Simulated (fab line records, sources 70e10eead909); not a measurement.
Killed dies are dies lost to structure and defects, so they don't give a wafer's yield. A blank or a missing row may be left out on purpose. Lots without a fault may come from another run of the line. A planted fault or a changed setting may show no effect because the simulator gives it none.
fab line records | flow nand_harc
record lots=6 wafers=18 last_day=32
route steps=1302 shown P_M2@339 P_BONDPAD@351 END@1302
lots that met no fault: from a run of the same line without faults
start_h: hours from the record's first day to the start of the lot's first wafer shown | wait_h: hours since the lot's step before | " the same as in the row above | L1.1+2: a row that stands for several wafers | - no value, or no start given | * or withheld: withheld | < > ~ a bound
route shown NAME@n: a module of which the file shows steps, and the number in the route of the first | usual: mean/standard deviation of fault-free wafers | same: alike in all rows | chamber/n: place in a boat | sites: the reading at each site | _std_site: their standard deviation | _edge_site: outer sites' mean less inner sites' | radius_mm: how far each site lies from the wafer's centre | mask NAME#n: copy n | behind: the tool/chamber that last shaped the wafer | hold: why the lot was held/for how many hours/how that ended | device: the transistor (n, p or np) that didn't switch | end of line: the same wafers' tests at the end of the route | a step without rows: its recipe alone | killed: dies lost to structure and defects at the first sort, not the wafer's yield | map: a wafer's dies, x killed, . not, _ none there
set.NAME: the setting as run; set.NAME@STEP: as run at that earlier step | model.NAME: the simulator's own value behind a step, which no gauge read
lots at some steps of the route; a table a step, a row a wafer
services: from which hour (start_h, from the record's first day; less than 0 if before it) a tool's chamber was out of use, for how many hours, and why
## steps
# step NHARC_P_M2_PRE_CLEAN_30
# recipe time_s=30 temp_c=280 gas=H2/He
# usual heater_power_w=421/32
# columns lot.wafer tool chamber start_h wait_h heater_power_w
L203.4 pvd_sputter-02 - - - 412
L203.3 " - " " 380
L203.5 " - " " 405
L205.2 pvd_sputter-03 - - - 418
L205.3 " - " " 463
L205.5 " - " " 410
L211.1 pvd_sputter-02 - - - 381
L211.5 " - " " 381
L211.6 " - " " 409
L213.1 pvd_sputter-03 - - - 456
L213.3 " - " " 382
L213.2 " - " " 415
L217.4 pvd_sputter-02 - - - 396
L217.6 " - " " 404
L217.5 " - " " 392
L219.2 pvd_sputter-02 - - - 386
L219.4 " - " " 402
L219.1 " - " " 410
# step NHARC_P_M2_PVD_20
# recipe target_thk_a=50 bias_v=168.6 power_w=15000 chamber_pressure_pa=0.12 time_s=8.06 substrate_temp_c=50 material=TaN
# step NHARC_P_M2_PVD_21
# recipe target_thk_a=300 chamber_pressure_pa=5 power_w=5000 substrate_temp_c=30 time_s=20.49 material=Cu
# usual throttle_valve_pct=29.7/0.89
# columns lot.wafer tool chamber start_h wait_h throttle_valve_pct
L203.3 pvd_sputter-02 - - - 28.5
L203.4 " - " " 31.0
L203.5 " - " " 28.4
L205.3 pvd_sputter-03 - - - 29.9
L205.2 " - " " 29.3
L205.5 " - " " 29.7
L211.1 pvd_sputter-02 - - - 31.1
L211.5 " - " " 29.6
L211.6 " - " " 30.2
L213.1 pvd_sputter-03 - - - 28.4
L213.2 " - " " 29.7
L213.3 " - " " 29.7
L217.4 pvd_sputter-02 - - - 29.8
L217.5 " - " " 30.1
L217.6 " - " " 29.8
L219.4 pvd_sputter-02 - - - 30.3
L219.2 " - " " 30.7
L219.1 " - " " 29.2
# step NHARC_P_M2_ECD_22
# recipe target_thk_a=4000 bath_temp_c=25 material=Cu
# step NHARC_P_M2_ANNEAL_31
# recipe temp_c=225 time_s=90
# usual wafer_temp_C_max=225.94/0.24
# columns lot.wafer tool chamber start_h wait_h wafer_temp_C_max
L203.3 rtp_anneal-01 0 186.16 0.3 225.84
L203.4 " 0 " " 226.13
L203.5 " 0 " " 225.84
L205.2 rtp_anneal-02 0 201.90 - 226.06
L205.3 " 0 " " 226.50
L205.5 " 0 " " 226.08
L211.1 rtp_anneal-02 0 262.23 0.4 226.06
L211.5 " 0 " " 226.27
L211.6 " 0 " " 226.05
L213.1 rtp_anneal-01 0 280.89 - 225.65
L213.2 " 0 " " 226.20
L213.3 " 0 " " 225.81
L217.4 rtp_anneal-01 0 320.47 0.4 225.40
L217.5 " 0 " " 225.84
L217.6 " 0 " " 225.91
L219.1 rtp_anneal-02 0 351.49 0.3 225.89
L219.2 " 0 " " 226.10
L219.4 " 0 " " 226.20
# step NHARC_P_M2_CMP_23
# recipe t_overpolish_s=20 target_thk_nm=144.3
# step NHARC_P_M2_THK_MEAS_24
# recipe thk_meas_gauge=xrf
# usual thk_nm=144.1/1.4
# columns lot.wafer tool chamber start_h wait_h thk_nm
L203.3 film_metro-02 - 186.72 - 142.0
L203.4 " - " " 141.7
L203.5 " - " " 142.4
L205.2 film_metro-01 - 202.51 - 145.2
L205.3 " - " " 144.7
L205.5 " - " " 145.8
L211.1 film_metro-02 - 262.89 - 143.5
L211.5 " - " " 144.4
L211.6 " - " " 143.8
L213.1 film_metro-02 - 281.54 - 144.7
L213.2 " - " " 145.0
L213.3 " - " " 145.3
L217.4 film_metro-02 - 320.97 - 147.8
L217.5 " - " " 144.9
L217.6 " - " " 144.5
L219.1 film_metro-02 - 353.09 - 145.2
L219.2 " - " " 143.5
L219.4 " - " " 144.9
# step NHARC_P_M2_SRD_25
# step NHARC_P_M2_INSPECT_27
# usual raw_defect_count=342/170
# columns lot.wafer tool chamber start_h wait_h raw_defect_count
L203.3 defect_inspect-02 - 186.87 0.0 533
L203.4 " - " " 402
L203.5 " - " " 467
L205.2 defect_inspect-02 - 202.66 0.0 386
L205.3 " - " " 259
L205.5 " - " " 172
L211.1 defect_inspect-02 - 263.05 0.0 260
L211.5 " - " " 262
L211.6 " - " " 163
L213.1 defect_inspect-02 - 281.70 0.0 283
L213.2 " - " " 544
L213.3 " - " " 335
L217.4 defect_inspect-01 - 321.13 0.0 316
L217.5 " - " " 194
L217.6 " - " " 337
L219.1 defect_inspect-01 - 353.25 0.0 430
L219.2 " - " " 463
L219.4 " - " " 458
# step NHARC_P_M2_PRE_CLEAN_32
# recipe time_s=12 temp_c=370 rf_power_w=300 gas=NH3
# step NHARC_P_M2_DEP_33
# recipe target_thk_a=300 temp_c=370 target_thk_nm=30 pressure_torr=3 flow_sccm=200 rf_w=450 material=SiCN
# usual heater_power_w=550/59 rf_fwd_power_W=449.1/1.3 showerhead_vpp_V=1327/81
# columns lot.wafer tool chamber start_h wait_h heater_power_w rf_fwd_power_W showerhead_vpp_V
L203.3 pecvd-04 1 187.02 0.1 677 447.6 1353
L203.4 " 1 " " 684 445.8 1358
L203.5 " 0 " " 555 449.1 1287
L205.2 pecvd-03 2 202.81 0.1 461 447.9 1295
L205.3 " 0 " " 516 448.7 1224
L205.5 " 2 " " 469 449.7 1274
L211.1 pecvd-03 1 263.28 0.1 551 448.8 1332
L211.5 " 2 " " 520 448.5 1301
L211.6 " 1 " " 556 449.6 1317
L213.2 pecvd-03 2 281.84 0.1 476 449.4 1272
L213.3 " 0 " " 525 449.2 1231
L213.1 " 1 " " 598 449.2 1328
L217.4 pecvd-03 0 321.40 0.2 482 451.7 1253
L217.5 " 1 " " 583 446.2 1322
L217.6 " 2 " " 481 450.0 1284
L219.2 pecvd-01 2 353.39 0.1 497 450.4 1377
L219.1 " 0 " " 554 448.1 1352
L219.4 " 1 " " 500 449.5 1545
# step NHARC_P_BONDPAD_DEP_00
# recipe target_thk_a=2500 temp_c=370 target_thk_nm=250 pressure_torr=3 flow_sccm=200 rf_w=450 material=SiCN
# usual heater_power_w=568/62 rf_fwd_power_W=449.0/1.4 showerhead_vpp_V=1338/83
# columns lot.wafer tool chamber start_h wait_h heater_power_w rf_fwd_power_W showerhead_vpp_V
L203.3 pecvd-01 0 187.46 - 593 450.0 1377
L203.4 " 0 " " 611 449.5 1361
L203.5 " 1 " " 408 448.9 1532
L205.3 pecvd-01 0 203.27 - 660 446.3 1367
L205.2 " 1 " " 482 448.6 1515
L205.5 " 1 " " 474 448.3 1545
L211.1 pecvd-01 0 263.61 - 644 446.5 1357
L211.6 " 1 " " 500 449.6 1515
L211.5 " 2 " " 623 269.5 1057
L213.2 pecvd-01 2 282.26 - 629 270.9 1052
L213.3 " 0 " " 641 448.4 1332
L213.1 " 1 " " 504 446.6 1537
L217.4 pecvd-04 0 321.82 - 569 449.5 1304
L217.5 " 1 " " 630 446.9 1382
L217.6 " 2 " " 690 450.4 1272
L219.2 pecvd-03 1 353.85 - 517 449.8 1330
L219.1 " 2 " " 493 451.2 1274
L219.4 " 2 " " 496 449.0 1281
# step NHARC_P_BONDPAD_CMP_32
# recipe target_thk_nm=200 material=SiCN
# usual motor_current_A=12.2/0.71 retaining_ring_pressure_frac=1.000/0.0048 slurry_filter_dp_kPa=13.50/0.13
# columns lot.wafer tool chamber start_h wait_h motor_current_A retaining_ring_pressure_frac slurry_filter_dp_kPa
L203.4 cmp-01 2 187.86 - 12.1 1.005 13.63
L203.3 " 3 " " 12.2 1.008 13.69
L203.5 " 3 " " 11.7 1.002 13.61
L205.2 cmp-01 0 203.63 - 12.6 0.997 13.54
L205.3 " 1 " " 12.1 1.003 13.53
L205.5 " 1 " " 11.2 1.008 13.45
L211.1 cmp-04 2 264.07 - 12.6 0.996 13.29
L211.6 " 0 " " 11.7 0.990 13.51
L211.5 " 1 " " 12.7 1.001 13.51
L213.2 cmp-04 2 282.67 - 12.7 0.996 13.47
L213.1 " 3 " " 12.7 1.012 13.46
L213.3 " 0 " " 12.6 0.998 13.47
L217.4 cmp-02 0 322.14 - 13.7 1.001 13.31
L217.6 " 2 " " 11.9 1.004 13.66
L217.5 " 3 " " 10.1 1.005 13.20
L219.4 cmp-01 1 354.21 - 11.9 1.004 13.45
L219.1 " 2 " " 12.1 0.996 13.72
L219.2 " 3 " " 12.3 1.006 13.67
# step NHARC_END_SORT_01
# recipe temp_c=25
# usual defect_limited_yield=92/3 killed_at_array=52/20 killed_at_other=1.0/1.3 killed_at_periphery=3.7/2.2 killed_dies=57/20 killed_open=3.2/1.6 killed_short=2.4/1.6 sort_bin_2_pct=2.9/1.4 sort_bin_3_pct=0.6/0.41 sort_bin_4_pct=4.8/1.5 sort_n_pass=620/20 sort_rim_yield_pct=93/3.5 sort_yield_pct=92/3
# same gross_dies=677 sort_bin_5_pct[%]=0 sort_bin_6_pct[%]=0 sort_bin_7_pct[%]=0 sort_bin_8_pct[%]=0 sort_rim_n_gross=106.00
# columns lot.wafer tool chamber start_h wait_h defect_limited_yield[%] killed_at_array killed_at_other killed_at_periphery killed_dies killed_open killed_short sort_bin_2_pct[%] sort_bin_3_pct[%] sort_bin_4_pct[%] sort_n_pass sort_rim_yield_pct[%] sort_yield_pct[%]
L219.1 prober-02 0 777.55 2.5 95 22 0 9 31 4 3 1.3 0.3 3.0 646 95 95
L219.2 prober-02 0 778.33 2.8 95 30 0 7 37 6 3 1.6 0.1 3.7 640 95 95
L219.4 prober-02 0 779.90 3.3 96 22 0 7 29 2 5 1.5 0.1 2.7 648 95 96
# killed by level:class
L219.1 A_SLIT:chamber_film_flake=8 A_CONTACT:chamber_film_flake=6 P_BONDPAD:chamber_film_flake=4 A_BLC:chamber_film_flake=3 P_GATE:chamber_film_flake=2 P_M0:geometric_particle:open=1 P_M1:geometric_particle:open=1 A_SOURCE_PLATE:geometric_particle:open=1
L219.2 A_SLIT:chamber_film_flake=11 A_CONTACT:chamber_film_flake=6 A_BLC:chamber_film_flake=4 P_CONTACT:geometric_particle:open=3 P_BONDPAD:chamber_film_flake=2 A_CHANNEL_HOLE_D1:chamber_film_flake=2 A_ONON_D1:geometric_particle:open=1 A_ONON_D1:geometric_particle:short=1
L219.4 A_SLIT:chamber_film_flake=6 A_CONTACT:chamber_film_flake=6 P_BONDPAD:chamber_film_flake=3 A_BLC:chamber_film_flake=3 P_GATE:geometric_particle:short=1 P_CONTACT:geometric_particle:short=1 A_CHANNEL_FILL_D1:geometric_particle:short=1 A_CHANNEL_FILL_D1:geometric_particle:open=1
## services
# columns tool chamber start_h hours kind
pvd_sputter-02 - 161.48 2.3 repair
pvd_sputter-03 - 170.01 10.0 pm
pecvd-03 - 185.25 13.0 pm
cmp-01 - 193.98 4.0 pm
cmp-02 - 196.19 0.5 repair
cmp-01 - 209.50 0.9 repair
pvd_sputter-02 - 215.15 4.0 repair
pecvd-04 0 228.27 3.9 repair
pvd_sputter-03 - 231.56 1.0 repair
cmp-04 - 232.08 4.0 pm
cmp-02 - 232.50 4.0 pm
cmp-01 - 253.87 0.5 repair
pecvd-04 - 269.51 13.0 pm
cmp-02 - 269.85 1.0 repair
pvd_sputter-02 - 289.35 10.0 pm
cmp-01 - 291.98 4.0 pm
pecvd-04 - 294.63 0.5 repair
pvd_sputter-03 - 298.60 0.5 repair
pvd_sputter-02 - 311.29 4.4 repair
pecvd-01 - 311.37 13.0 pm
cmp-01 - 319.36 1.2 repair
cmp-04 - 330.08 4.0 pm
pvd_sputter-03 - 345.84 1.0 repair
pvd_sputter-03 - 348.01 10.0 pm
## key
first_sign step=NHARC_P_BONDPAD_DEP_00 reading=rf_fwd_power_W direction=down sigmas=99+ usual=* struck=*
effect step=NHARC_P_BONDPAD_DEP_00 reading=showerhead_vpp_V direction=down sigmas=3.4 usual=1338 struck=1054
met_at NHARC_P_BONDPAD_DEP_00
struck_wafers L211.5,L213.2
fault kind=process_parameter_drift tool=pecvd-01 chamber=2 onset_h=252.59 steps=NHARC_P_BONDPAD_DEP_00 channel=rf_w offset=* shape=step end_h=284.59 acts_in=* stated=*
